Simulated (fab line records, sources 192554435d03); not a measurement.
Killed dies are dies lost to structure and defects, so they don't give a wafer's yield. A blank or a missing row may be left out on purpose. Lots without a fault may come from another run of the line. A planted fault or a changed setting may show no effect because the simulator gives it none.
Chamber matching | flow n5_finfet | N5_BEOL_M8_STRIP_67 on rie_diel-03: 4 sister chambers
The step strips in CF4. 8 wafers are shown with their chamber, then 11 later ones without.

WAFERS WITH THEIR CHAMBER
wafer  | chamber | drypump_motor_current_A (A) | showerhead_plenum_p_Torr (Torr)
L080.2 | 2       | 5.0                         | 1.81
L084.2 | 1       | 5.4                         | 1.85
L084.3 | 0       | 5.2                         | 1.81
L084.5 | 3       | 6.0                         | 1.71
L086.1 | 1       | 5.5                         | 1.85
L086.3 | 2       | 5.0                         | 1.80
L086.4 | 0       | 5.2                         | 1.81
L087.2 | 3       | 5.9                         | 1.71

WAFERS WITHOUT THEIR CHAMBER
wafer  | drypump_motor_current_A (A) | showerhead_plenum_p_Torr (Torr)
L087.3 | 5.2                         | 1.81
L087.5 | 5.5                         | 1.85
L088.1 | 5.9                         | 1.71
L088.4 | 5.4                         | 1.85
L088.5 | 5.9                         | 1.71
L096.1 | 5.2                         | 1.81
L096.5 | 5.2                         | 1.81
L096.6 | 5.9                         | 1.70
L097.1 | 5.2                         | 1.81
L097.2 | 5.0                         | 1.80
L097.3 | 6.0                         | 1.70

WHICH CHAMBER EACH WENT THROUGH
wafer  | from the rows above | in truth
L087.3 | 0                   | 0
L087.5 | 1                   | 1
L088.1 | 3                   | 3
L088.4 | 1                   | 1
L088.5 | 3                   | 3
L096.1 | 0                   | 0
L096.5 | 0                   | 0
L096.6 | 3                   | 3
L097.1 | 0                   | 0
L097.2 | 2                   | 2
L097.3 | 3                   | 3
Placed correctly: 11 of 11. Can't be placed from these rows: 0. Placed wrongly: 0.
How it was worked out, from the rows above alone: a wafer's distance from a chamber is the root of the sum, over the readings, of the square of ((its reading less the chamber's mean) divided by the reading's scatter). The wafer belongs to the nearest chamber; if the next one is less than 2 further off, it can't be placed. A chamber's mean is the mean of its shown wafers. The scatter: the root of (the sum of the squares of (reading less its chamber's mean) over the shown wafers, divided by (wafers less chambers)).
